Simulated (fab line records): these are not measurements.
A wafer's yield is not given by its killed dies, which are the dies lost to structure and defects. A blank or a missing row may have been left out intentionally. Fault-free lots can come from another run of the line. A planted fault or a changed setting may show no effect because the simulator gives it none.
Matching of chambers + flow n5-finfet + N5_BEOL_M6_ETCH_66 on rie-diel-04 has 4 sister chambers
The step etches SOC in N2/H2, target depth 80 nm, overetch 16 nm, time 120 s. 4 wafers are shown with their chamber, then 8 later ones without.

EACH WAFER AND ITS CHAMBER
| wafer  | chamber | showerhead-plenum-p-Torr (Torr) |
|--------|---------|---------------------------------|
| L075.4 | 0       | 2.54                            |
| L083.4 | 1       | 2.59                            |
| L088.6 | 2       | 2.40                            |
| L092.1 | 3       | 2.69                            |

WAFERS WITHOUT THEIR CHAMBER
| wafer  | showerhead-plenum-p-Torr (Torr) |
|--------|---------------------------------|
| L092.2 | 2.58                            |
| L092.6 | 2.58                            |
| L094.1 | 2.58                            |
| L094.2 | 2.69                            |
| L094.5 | 2.69                            |
| L097.2 | 2.69                            |
| L097.3 | 2.71                            |
| L097.6 | 2.52                            |

WHICH CHAMBER EACH WENT THROUGH
| wafer  | from the rows above | in truth                   |
|--------|---------------------|----------------------------|
| L092.2 | 1                   | 1                          |
| L092.6 | 1                   | 1                          |
| L094.1 | 1                   | 1                          |
| L094.2 | 3                   | 3                          |
| L094.5 | 3                   | 3                          |
| L097.2 | 3                   | 3                          |
| L097.3 | 3                   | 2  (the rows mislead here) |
| L097.6 | 0                   | 0                          |
Placed correctly: 7 of 8. Left unplaced by these rows: 0. 1 placed wrongly.
How it was worked out, from the rows above alone: a wafer's distance from a chamber is the root of the sum, over the readings, of the square of ((its reading less the chamber's mean) divided by the reading's scatter). If the next closest chamber is less than 2 further off than the closest, the wafer can't be placed; otherwise it belongs to the closest. Each chamber's mean is taken over the wafers shown for it. The scatter: with one shown wafer a chamber, the root of the mean of the squares of how far each hidden wafer lies from its nearest shown one.
